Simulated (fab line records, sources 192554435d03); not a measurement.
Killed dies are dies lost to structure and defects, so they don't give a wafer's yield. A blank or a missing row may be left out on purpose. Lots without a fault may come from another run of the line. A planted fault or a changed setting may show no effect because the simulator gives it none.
One fault seen from 2 desks | flow n5_finfet | each desk has only its own numbers; what lay behind them comes last

THE TOOL OWNER'S DESK: rie_diel-05
The tool's own readings at N5_SD_EPI_P_ETCH_36 (etches SiARC in CF4, target depth 45.5 nm, time 75.8 s): means of the sampled wafers that have a number, for each lot that ran on this tool. A lot is out of limits, marked OUT, if its mean lies more than 4 standard deviations from the usual mean; the brackets give that distance.
Columns: A = bias_w at N5_SD_EPI_P_ETCH_36, usual 35.98 W; B = drypump_motor_current_A at N5_SD_EPI_P_ETCH_36, usual 5.6 A; C = etch_rf_on_time_s at N5_SD_EPI_P_ETCH_36, usual 74.9 s; D = oes_product_au at N5_SD_EPI_P_ETCH_36, usual 0.66 a.u.; E = rf_vpp_V at N5_SD_EPI_P_ETCH_36, usual 184.1 V; F = showerhead_plenum_p_Torr at N5_SD_EPI_P_ETCH_36, usual 2.16 Torr; G = throttle_valve_pct at N5_SD_EPI_P_ETCH_36, usual 15.63 %
lot  | first seen here | A                | B   | C    | D    | E     | F    | G
L884 | day 3 08:53     | 35.92            | 5.7 | 74.3 | 0.70 | 183.2 | 2.14 | 15.42
L885 | day 3 13:07     | 35.87            | 5.5 | 74.6 | 0.67 | 184.6 | 2.18 | 15.57
L888 | day 4 05:18     | 35.93            | 5.5 | 73.4 | 0.67 | 184.4 | 2.22 | 15.50
L897 | day 6 12:03     | 35.58            | 5.5 | 75.5 | 0.63 | 183.3 | 2.17 | 15.75
L898 | day 6 21:33     | 35.47 (-4.3) OUT | 5.5 | 75.3 | 0.65 | 182.5 | 2.17 | 15.60
This desk's finding: out of limits on L898; first on L898, day 6 21:33 (bias_w at N5_SD_EPI_P_ETCH_36). In limits: L884, L885, L888, L897.

THE METROLOGY DESK
What the gauges read, lot by lot, whatever tool the lot ran on: means of the sampled wafers that have a number. A lot is out of limits, marked OUT, if its mean lies more than 4 standard deviations from the usual mean; the brackets give that distance. Of its 10 readings 7 are shown: those that lie furthest out on some lot.
Columns: A = DIBL_N at N5_BEOL_M4_RC_MEAS_101, usual 36.4 mV/V; B = IOFF_N at N5_BEOL_M4_RC_MEAS_101, usual 0.152 nA/um; C = IOFF_P at N5_BEOL_M4_RC_MEAS_101, usual 0.20 nA/um; D = ION_N at N5_BEOL_M4_RC_MEAS_101, usual 670 uA/um; E = ION_P at N5_BEOL_M4_RC_MEAS_101, usual 459 uA/um; F = SS_N at N5_BEOL_M4_RC_MEAS_101, usual 71.6 mV/dec; G = VT_P at N5_BEOL_M4_RC_MEAS_101, usual -252 mV
lot  | first seen here | A    | B     | C    | D   | E   | F    | G
L884 | day 8 00:49     | 36.6 | 0.149 | 0.23 | 673 | 468 | 71.0 | -247
L885 | day 8 03:50     | 37.0 | 0.156 | 0.21 | 667 | 459 | 71.2 | -250
L886 | day 8 05:18     | 39.1 | 0.196 | 0.25 | 686 | 470 | 71.0 | -247
L888 | day 9 05:32     | 35.9 | 0.156 | 0.20 | 682 | 462 | 72.0 | -250
L890 | day 9 13:25     | 34.7 | 0.154 | 0.21 | 674 | 462 | 71.5 | -253
L897 | day 11 01:50    | 36.5 | 0.149 | 0.20 | 672 | 462 | 72.2 | -251
L896 | day 11 09:44    | 35.9 | 0.149 | 0.19 | 676 | 464 | 72.1 | -251
L898 | day 11 20:49    | 36.4 | 0.158 | 0.20 | 668 | 457 | 71.6 | -253
L906 | day 13 23:13    | 35.4 | 0.141 | 0.20 | 667 | 458 | 71.7 | -252
This desk's finding: nothing out of limits on any of the 9 lots.

PUT TOGETHER
The tool owner's desk could have raised an alarm at day 6 21:33, on L898.
The metrology desk saw nothing out of limits.
The metrology desk has L898 on record, within its limits.
Of the lots named, all ran N5_SD_EPI_P_ETCH_36 on rie_diel-05.

WHAT THE SIMULATOR HAD PUT IN
Process parameter drift: rie_diel-05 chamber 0, from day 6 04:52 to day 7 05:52, at N5_SD_EPI_P_ETCH_36. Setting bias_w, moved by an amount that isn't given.
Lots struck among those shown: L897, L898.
Hours from the fault's start to each desk's first reading out of limits: the tool owner's desk, 17.
